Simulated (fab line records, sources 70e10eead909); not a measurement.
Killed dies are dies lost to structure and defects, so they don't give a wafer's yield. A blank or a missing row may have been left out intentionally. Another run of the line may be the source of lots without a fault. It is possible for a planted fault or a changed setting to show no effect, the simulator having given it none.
Chamber matching + flow nand-harc + pecvd-02 running NHARC_A_CONTACT_DEP_29: 3 sister chambers
The step deposits SiON, target thk 70 nm. 3 wafers are shown with their chamber, then 7 later ones without.

## WAFERS, EACH WITH ITS CHAMBER
| wafer  | chamber | heater-power-w (W) |
|--------|---------|--------------------|
| L088.3 | 1       | 756                |
| L089.3 | 2       | 744                |
| L089.4 | 0       | 611                |

## WAFERS WITHOUT THEIR CHAMBER
| wafer  | heater-power-w (W) |
|--------|--------------------|
| L089.5 | 767                |
| L093.1 | 834                |
| L093.4 | 843                |
| L093.6 | 847                |
| L094.2 | 753                |
| L094.3 | 554                |
| L094.4 | 553                |

## WHICH CHAMBER EACH ONE RAN IN
| wafer  | from the rows above     | in truth |
|--------|-------------------------|----------|
| L089.5 | can't be placed: 1 or 2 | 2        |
| L093.1 | can't be placed: 1 or 2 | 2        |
| L093.4 | can't be placed: 1 or 2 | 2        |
| L093.6 | can't be placed: 1 or 2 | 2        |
| L094.2 | can't be placed: 1 or 2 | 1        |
| L094.3 | 0                       | 0        |
| L094.4 | 0                       | 0        |
Correct placement for 2 of the 7. Cannot be placed on the basis of these rows: 5; the candidates contain the true chamber in 5. Placed wrongly: 0.
How it was worked out, from the rows above alone: a wafer's distance from a chamber is the root of the sum, over the readings, of the square of ((its reading less the chamber's mean) divided by the reading's scatter). If the next closest chamber is less than 2 further off than the closest, the wafer can't be placed; otherwise it belongs to the closest. For every chamber, the mean is computed from those of its wafers that are shown. The scatter: root of mean squared gap, hidden wafer to nearest shown wafer, with one shown wafer a chamber.
